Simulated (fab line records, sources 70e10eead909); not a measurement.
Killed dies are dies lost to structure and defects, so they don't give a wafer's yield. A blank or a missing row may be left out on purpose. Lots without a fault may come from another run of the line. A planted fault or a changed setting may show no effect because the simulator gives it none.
Tool commonality check | flow nand_harc | 14 lots, 42 wafers sampled

WHY IT WAS OPENED
At NHARC_A_M0_THK_MEAS_24 the reading thk_nm is flagged on 2 of 14 lots. Wafers without a fault read 113.5 nm, standard deviation 1.3.
Rule: a lot is flagged when every wafer of it that has a number lies more than 4 standard deviations from that mean, or none has a number. The other lots count as sound.

lot  | measured     | on            | thk_nm (nm), wafer by wafer | flag
L318 | day 22 22:49 | film_metro-01 | 115.6 115.1 112.1           |
L319 | day 23 03:55 | film_metro-02 | 115.8 115.6 116.0           |
L320 | day 23 06:57 | film_metro-02 | 112.9 114.3 114.1           |
L321 | day 24 08:41 | film_metro-02 | 113.1 112.2 114.4           |
L323 | day 24 10:22 | film_metro-02 | 115.1 111.1 111.9           |
L322 | day 24 13:27 | film_metro-02 | 401.6 391.4 399.4           | FLAGGED
L324 | day 24 14:56 | film_metro-01 | 400.1 401.1 398.2           | FLAGGED
L334 | day 29 15:49 | film_metro-02 | 113.1 111.4 113.7           |
L335 | day 30 07:37 | film_metro-02 | 115.2 113.5 113.5           |
L337 | day 30 09:07 | film_metro-02 | 114.0 112.3 113.6           |
L336 | day 30 11:13 | film_metro-02 | 109.0 113.0 112.2           |
L338 | day 31 05:00 | film_metro-02 | 114.4 114.3 113.8           |
L339 | day 31 19:20 | film_metro-01 | 113.4 113.9 115.8           |
L341 | day 32 09:51 | film_metro-02 | 113.3 112.2 114.4           |
The numbers of the flagged lots are 398.6 nm on average: +285.1 nm against the usual, or +99 or more standard deviations.

WHICH TOOL RAN EACH LOT
The record holds 3 process steps before the reading, out of a route of 1302 steps. In each cell: the tool, then ch and the chambers that the sampled wafers went through, then the start.
lot  | flag    | NHARC_A_BLC_DEGAS_30         | NHARC_A_M0_ANNEAL_30             | NHARC_A_M0_CMP_23
L318 |         | pvd_sputter-02, day 22 18:02 | rtp_anneal-01 ch 0, day 22 22:18 | cmp-01 ch 2,3, day 22 22:31
L319 |         | pvd_sputter-01, day 22 23:02 | rtp_anneal-02 ch 0, day 23 03:19 | cmp-02 ch 0,2,3, day 23 03:38
L320 |         | pvd_sputter-02, day 23 01:46 | rtp_anneal-02 ch 0, day 23 06:20 | cmp-02 ch 1,2,3, day 23 06:38
L321 |         | pvd_sputter-03, day 24 03:51 | rtp_anneal-02 ch 0, day 24 08:01 | cmp-04 ch 0,1,2, day 24 08:22
L323 |         | pvd_sputter-01, day 24 04:53 | rtp_anneal-02 ch 0, day 24 09:42 | cmp-04 ch 0,2,3, day 24 10:02
L322 | FLAGGED | pvd_sputter-01, day 24 08:44 | rtp_anneal-01 ch 0, day 24 12:47 | cmp-02 ch 1,2,3, day 24 13:08
L324 | FLAGGED | pvd_sputter-02, day 24 10:03 | rtp_anneal-02 ch 0, day 24 14:16 | cmp-04 ch 0,3, day 24 14:37
L334 |         | pvd_sputter-02, day 29 11:02 | rtp_anneal-02 ch 0, day 29 15:16 | cmp-04 ch 0,1,3, day 29 15:32
L335 |         | pvd_sputter-01, day 30 02:46 | rtp_anneal-02 ch 0, day 30 07:03 | cmp-04 ch 0,2,3, day 30 07:19
L337 |         | pvd_sputter-03, day 30 04:29 | rtp_anneal-01 ch 0, day 30 08:31 | cmp-02 ch 0,1,3, day 30 08:52
L336 |         | pvd_sputter-01, day 30 06:30 | rtp_anneal-01 ch 0, day 30 10:37 | cmp-04 ch 1,2, day 30 10:55
L338 |         | pvd_sputter-01, day 31 00:13 | rtp_anneal-02 ch 0, day 31 04:23 | cmp-01 ch 1,2,3, day 31 04:45
L339 |         | pvd_sputter-01, day 31 14:37 | rtp_anneal-02 ch 0, day 31 18:44 | cmp-04 ch 0,1,2, day 31 19:01
L341 |         | pvd_sputter-03, day 32 04:41 | rtp_anneal-01 ch 0, day 32 09:15 | cmp-04 ch 0,2, day 32 09:32
What these steps do:
- NHARC_A_BLC_DEGAS_30: time 60 s.
- NHARC_A_M0_ANNEAL_30: time 90 s.
- NHARC_A_M0_CMP_23: polishes, t overpolish 20 s, target thk 113.75 nm.
- NHARC_A_M0_THK_MEAS_24: measures by xrf.

FLAGGED OVER TOTAL, TOOL BY TOOL (the gauges that took the reading come last)
step                   | tool           | lots run | flagged | share of the flagged lots | sound lots run after its first flagged lot
NHARC_A_BLC_DEGAS_30   | pvd_sputter-01 | 7        | 1       | some                      | 4 (L335,L336,L338,L339)
NHARC_A_BLC_DEGAS_30   | pvd_sputter-02 | 4        | 1       | some                      | 1 (L334)
NHARC_A_BLC_DEGAS_30   | pvd_sputter-03 | 3        | 0       | none                      | -
NHARC_A_M0_ANNEAL_30   | rtp_anneal-01  | 5        | 1       | some                      | 3 (L337,L336,L341)
NHARC_A_M0_ANNEAL_30   | rtp_anneal-02  | 9        | 1       | some                      | 4 (L334,L335,L338,L339)
NHARC_A_M0_CMP_23      | cmp-01         | 2        | 0       | none                      | -
NHARC_A_M0_CMP_23      | cmp-02         | 4        | 1       | some                      | 1 (L337)
NHARC_A_M0_CMP_23      | cmp-04         | 8        | 1       | some                      | 5 (L334,L335,L336,L339,L341)
NHARC_A_M0_THK_MEAS_24 | film_metro-01  | 3        | 1       | some                      | 1 (L339)
NHARC_A_M0_THK_MEAS_24 | film_metro-02  | 11       | 1       | some                      | 6 (L334,L335,L337,L336,L338,L341)

WHAT THE TABLE ALLOWS
No row of the table ran every flagged lot.

WHAT THE SIMULATOR HAD PUT IN
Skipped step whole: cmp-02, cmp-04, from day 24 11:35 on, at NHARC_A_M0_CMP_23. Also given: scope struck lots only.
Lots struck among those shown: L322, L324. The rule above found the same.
